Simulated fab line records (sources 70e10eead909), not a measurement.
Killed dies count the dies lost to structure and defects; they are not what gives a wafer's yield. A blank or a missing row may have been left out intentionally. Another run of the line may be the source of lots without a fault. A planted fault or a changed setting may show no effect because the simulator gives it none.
Which tool is to blame? | flow nand harc | 12 lots with 36 wafers sampled at 4 steps, on a route of 1159 steps

## WHAT THE GAUGES SHOWED, per wafer
No reading from a measuring or inspecting step in the record can be judged against a usual standard deviation.

## WHICH TOOL RAN EACH LOT (tool, then ch and the chambers of the sampled wafers, then the start)
lot  | NHARC_A_CHANNEL_HOLE_D1_ETCH_33           | NHARC_A_CHANNEL_HOLE_D1_ETCH_44    | NHARC_A_CHANNEL_FILL_D1_ALD_02   | NHARC_A_CHANNEL_FILL_D1_ALD_16
L591 | har etch-02 ch 0,1, day 9 01:48           | rie diel-10 ch 0,2, day 9 02:29    | ald hk-03 ch 0,1,2, day 9 03:51  | ald hk-03 ch 0,1,3, day 9 15:55
L589 | har etch-01 ch 0, day 9 02:27             | rie diel-04 ch 1,3, day 9 03:12    | ald hk-03 ch 0,3, day 9 04:25    | ald hk-04 ch 1,2,3, day 9 15:55
L590 | har etch-02 ch 1, day 9 05:54             | rie diel-10 ch 0,3, day 9 06:39    | ald hk-04 ch 0,1,2, day 9 09:48  | ald hk-03 ch 2,3, day 9 21:53
L593 | har etch-02 ch 0,1, day 9 16:34           | rie diel-04 ch 0,1,2, day 9 17:20  | ald hk-04 ch 0,1,3, day 9 18:38  | ald hk-03 ch 0,2,3, day 10 06:44
L594 | har etch-01 ch 0,1, day 9 20:00           | rie diel-04 ch 1,2, day 9 20:45    | ald hk-04 ch 1,2,3, day 9 22:00  | ald hk-03 ch 0,2, day 10 10:20
L595 | har etch-02 ch 0,1, day 9 20:43           | rie diel-13 ch 0,1,2, day 9 21:28  | ald hk-03 ch 0,1,3, day 9 22:38  | ald hk-02 ch 0,1,2, day 10 10:20
L596 | har etch-02 ch 0, day 10 12:53 or earlier | rie diel-13 ch 0,3, day 10 12:53   | ald hk-04 ch 0,1,3, day 10 14:15 | ald hk-04 ch 0,1,3, day 11 02:28
L599 | har etch-02 ch 0,1, day 11 08:10          | rie diel-10 ch 0,2,3, day 11 08:55 | ald hk-04 ch 1,3, day 11 10:10   | ald hk-03 ch 0,1, day 11 22:16
L605 | har etch-02 ch 0, day 12 16:03            | rie diel-10 ch 1,3, day 12 16:48   | ald hk-03 ch 1,2,3, day 12 18:05 | ald hk-04 ch 0,1,3, day 13 07:26
L603 | har etch-01 ch 0,1, day 12 16:23          | rie diel-04 ch 1,2, day 12 17:20   | ald hk-04 ch 0,3, day 12 18:32   | ald hk-04 ch 0,1,2, day 13 07:16
L610 | har etch-01 ch 1, day 13 20:22            | rie diel-04 ch 0,2,3, day 13 21:07 | ald hk-03 ch 1,3, day 13 22:28   | ald hk-04 ch 0,2,3, day 14 11:32
L611 | har etch-02 ch 0,1, day 14 01:21          | rie diel-04 ch 0,3, day 14 02:06   | ald hk-02 ch 0,1,2, day 14 03:26 | ald hk-04 ch 0,2,3, day 14 15:59
- NHARC_A_CHANNEL_HOLE_D1_ETCH_33: etches the open film in C4F8/O2/Ar, time 90 s, target depth 400 nm.
- NHARC_A_CHANNEL_HOLE_D1_ETCH_44: etches the open film in CF4/O2, target depth 140 nm, overetch 14 nm, time 77 s.
- NHARC_A_CHANNEL_FILL_D1_ALD_02: deposits SiO2, target thk 6 nm, pulse time 10 s, ald cycles 60.
- NHARC_A_CHANNEL_FILL_D1_ALD_16: deposits SiO2, target thk 1.5 nm, pulse time 10 s, ald cycles 15.

## WHAT THE TOOLS THEMSELVES READ (means of the sampled wafers that have a number; where no wafer has one, the mark that the record gives instead)
NHARC_A_CHANNEL_HOLE_D1_ETCH_33. Usual: drypump motor current A 5.6 A, standard deviation 0.44; rf fwd power W 1987 W, standard deviation 7.3; showerhead plenum p Torr 3.79 Torr, standard deviation 0.1; throttle valve pct 27.620 %, standard deviation 0.0097.
lot  | tool        | drypump motor current A (A) | rf fwd power W (W) | showerhead plenum p Torr (Torr) | throttle valve pct (%) | flag
L591 | har etch-02 | 6.0                         | 1990               | 3.76                            | 27.609                 |
L589 | har etch-01 | 4.9                         | 1982               | 3.86                            | 27.632                 |
L590 | har etch-02 | 5.6                         | 1982               | 3.91                            | 27.627                 |
L593 | har etch-02 | 5.8                         | 1994               | 3.83                            | 27.625                 |
L594 | har etch-01 | 5.0                         | 1980               | 3.83                            | 27.620                 |
L595 | har etch-02 | 5.8                         | 1988               | 3.83                            | 27.627                 |
L596 | har etch-02 | 6.1                         | 1989               | 3.67                            | 27.612                 |
L599 | har etch-02 | 5.8                         | 1990               | 3.82                            | 27.621                 |
L605 | har etch-02 | 6.1                         | 1979               | 3.65                            | 27.618                 |
L603 | har etch-01 | 5.0                         | 1988               | 3.81                            | 27.623                 |
L610 | har etch-01 | 5.3                         | 1990               | 3.74                            | 27.617                 |
L611 | har etch-02 | 5.8                         | 1990               | 3.80                            | 27.618                 |

NHARC_A_CHANNEL_HOLE_D1_ETCH_44. Usual: value, then standard deviation, for each; bias w 100.00 W / 0.29; drypump motor current A 5.9 A / 0.47; oes product au 0.999 a.u. / 0.011; rf fwd power W 297.6 W / 1; rf vpp V 197.8 V / 1.6; showerhead plenum p Torr 1.34 Torr / 0.063; throttle valve pct 13.397 % / 0.0093.
lot  | tool        | bias w (W) | drypump motor current A (A) | oes product au (a.u.) | rf fwd power W (W) | rf vpp V (V) | showerhead plenum p Torr (Torr) | throttle valve pct (%) | flag
L591 | rie diel-10 | 100.20     | 5.9                         | 1.000                 | 297.6              | 198.1        | 1.38                            | 13.394                 |
L589 | rie diel-04 | 99.80      | 6.3                         | 0.991                 | 297.5              | 197.5        | 1.30                            | 13.387                 |
L590 | rie diel-10 | 99.90      | 6.2                         | 0.996                 | 297.0              | 196.8        | 1.28                            | 13.398                 |
L593 | rie diel-04 | 99.96      | 5.7                         | 0.996                 | 297.4              | 196.4        | 1.31                            | 13.400                 |
L594 | rie diel-04 | 99.97      | 5.5                         | 0.998                 | 297.6              | 197.8        | 1.34                            | 13.401                 |
L595 | rie diel-13 | 100.20     | 5.7                         | 1.002                 | 297.9              | 199.4        | 1.41                            | 13.394                 |
L596 | rie diel-13 | 100.13     | 5.6                         | 0.995                 | 297.6              | 198.1        | 1.33                            | 13.401                 |
L599 | rie diel-10 | 99.77      | 6.2                         | 0.991                 | 297.0              | 198.0        | 1.34                            | 13.388                 |
L605 | rie diel-10 | 99.93      | 5.7                         | 1.006                 | 297.7              | 198.5        | 1.35                            | 13.395                 |
L603 | rie diel-04 | 100.07     | 5.4                         | 1.001                 | 297.7              | 197.9        | 1.34                            | 13.395                 |
L610 | rie diel-04 | 100.07     | 5.8                         | 1.013                 | 298.0              | 196.9        | 1.31                            | 13.403                 |
L611 | rie diel-04 | 99.86      | 6.3                         | 1.020                 | 297.9              | 197.5        | 1.29                            | 13.397                 |

NHARC_A_CHANNEL_FILL_D1_ALD_02. Usual: heater power w 459 W, standard deviation 40; precursor pulse height rel 0.998, standard deviation 0.021.
lot  | tool      | heater power w (W) | precursor pulse height rel | flag
L591 | ald hk-03 | 466                | 0.997                      |
L589 | ald hk-03 | 461                | 0.992                      |
L590 | ald hk-04 | 435                | 0.984                      |
L593 | ald hk-04 | 478                | 0.985                      |
L594 | ald hk-04 | 455                | 0.986                      |
L595 | ald hk-03 | 458                | 1.007                      |
L596 | ald hk-04 | 474                | 1.003                      |
L599 | ald hk-04 | 473                | 1.020                      |
L605 | ald hk-03 | 475                | 0.988                      |
L603 | ald hk-04 | 489                | 1.011                      |
L610 | ald hk-03 | 478                | 0.998                      |
L611 | ald hk-02 | 440                | 1.002                      |

NHARC_A_CHANNEL_FILL_D1_ALD_16. Usual: heater power w 448 W, standard deviation 48; precursor pulse height rel 1.003, standard deviation 0.02.
lot  | tool      | heater power w (W) | precursor pulse height rel | flag
L591 | ald hk-03 | 460                | 1.006                      |
L589 | ald hk-04 | 450                | 1.005                      |
L590 | ald hk-03 | 487                | 1.001                      |
L593 | ald hk-03 | 468                | 1.011                      |
L594 | ald hk-03 | 460                | 1.007                      |
L595 | ald hk-02 | 441                | 0.980                      |
L596 | ald hk-04 | 479                | 0.998                      |
L599 | ald hk-03 | 442                | 0.989                      |
L605 | ald hk-04 | 483                | 1.007                      |
L603 | ald hk-04 | 439                | 1.011                      |
L610 | ald hk-04 | 461                | 1.006                      |
L611 | ald hk-04 | 459                | 1.009                      |

## THE ANSWER, worked out from the rows above alone
Rule: take the mean of a lot's wafers that have a number; if it is more than 3 standard deviations from the usual mean, the lot is off. Also off: a lot with no number at a reading for which 4 or more lots have one. Where the step has rows for the other lots, those lots are counted as sound. The gauges are gone through in route order, then the tools' own readings, and for those a lot's mean is taken as printed above. At the first step where some lot is off, the reading lying furthest off is the one used; lots without a number count as furthest.
Across all readings shown, no lot is off: no conclusion can be drawn from this.

## WHAT THE SIMULATOR HAD PUT IN
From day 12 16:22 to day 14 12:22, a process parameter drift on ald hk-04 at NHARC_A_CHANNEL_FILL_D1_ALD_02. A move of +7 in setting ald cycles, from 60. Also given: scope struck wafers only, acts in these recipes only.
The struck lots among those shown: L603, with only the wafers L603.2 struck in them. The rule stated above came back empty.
